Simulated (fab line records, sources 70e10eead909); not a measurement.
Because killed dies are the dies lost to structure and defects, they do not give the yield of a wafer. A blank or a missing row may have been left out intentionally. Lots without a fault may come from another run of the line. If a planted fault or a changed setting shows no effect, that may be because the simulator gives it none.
The tool behind it: which one? / flow nand harc / Sampling: 6 lots, 18 wafers, 4 of 1302 route steps

== WHAT EACH GAUGE READ, for each wafer ==
NHARC_END_SORT_01.
lot=L188; measured=day 30 10:31; on=prober-01; killed at array=50 46 134
lot=L192; measured=day 31 11:29; on=prober-02; killed at array=141 54 50

== EACH LOT AND THE TOOL THAT RAN IT (in order: tool; ch and the chambers of the sampled wafers; start) ==
lot=L177; NHARC_A_WL_FILL_CVD_03=cvd w-01 ch 0,1, day 21 22:59; NHARC_A_BONDPAD_ETCH_34=rie diel-06 ch 0,2, day 24 11:53; NHARC_A_BONDPAD_ETCH_12=rie diel-06 ch 1,2,3, no start
lot=L181; NHARC_A_WL_FILL_CVD_03=cvd w-02 ch 0, day 23 05:43; NHARC_A_BONDPAD_ETCH_34=rie diel-05 ch 0,2,3, day 26 00:40; NHARC_A_BONDPAD_ETCH_12=rie diel-05 ch 0,2,3, no start
lot=L180; NHARC_A_WL_FILL_CVD_03=cvd w-01 ch 0,1, day 23 09:48; NHARC_A_BONDPAD_ETCH_34=rie diel-05 ch 2,3, day 26 04:01; NHARC_A_BONDPAD_ETCH_12=rie diel-05 ch 0,2, no start
lot=L185; NHARC_A_WL_FILL_CVD_03=cvd w-01 ch 0,1, day 24 14:35; NHARC_A_BONDPAD_ETCH_34=rie diel-05 ch 0,3, day 27 09:52; NHARC_A_BONDPAD_ETCH_12=rie diel-05 ch 1,2, no start
lot=L188; NHARC_A_WL_FILL_CVD_03=cvd w-01 ch 0,1, day 26 11:02; NHARC_A_BONDPAD_ETCH_34=rie diel-13 ch 1,2, day 29 02:12; NHARC_A_BONDPAD_ETCH_12=rie diel-13 ch 0,1,2, day 30 10:31 or earlier
lot=L192; NHARC_A_WL_FILL_CVD_03=cvd w-01 ch 0,1, day 27 11:24; NHARC_A_BONDPAD_ETCH_34=rie diel-05 ch 0,1, day 30 04:34; NHARC_A_BONDPAD_ETCH_12=rie diel-05 ch 0,1,2, day 31 11:29 or earlier
- NHARC_A_WL_FILL_CVD_03: deposits W, target thk 40 nm, time 279 s.
- NHARC_A_BONDPAD_ETCH_34: etches the open film in N2/H2, target depth 60 nm, overetch 18 nm, time 65.91 s.
- NHARC_A_BONDPAD_ETCH_12: etches the open film in CHF3/O2, target depth 220 nm, time 110 s.

== THE ANSWER, worked out from the rows above alone ==
Rule: usual is defined by the lots themselves. Put in order of their means at a reading, lots are off if they are a third of the lots or fewer, leave a main group of 4 or more, and stand apart from it by a gap of 3 or more times the standard deviation of the main group's means; of several such gaps the widest counts. A main group whose means are all the same, to the digits that the tables above print for the reading, isn't used. Also off: a lot with no number at a reading for which 4 or more lots have one. Any other lot the step has rows for is counted as sound.
Across all readings shown, no lot is off: no conclusion can be drawn from this.

== WHAT THE SIMULATOR HAD INSERTED ==
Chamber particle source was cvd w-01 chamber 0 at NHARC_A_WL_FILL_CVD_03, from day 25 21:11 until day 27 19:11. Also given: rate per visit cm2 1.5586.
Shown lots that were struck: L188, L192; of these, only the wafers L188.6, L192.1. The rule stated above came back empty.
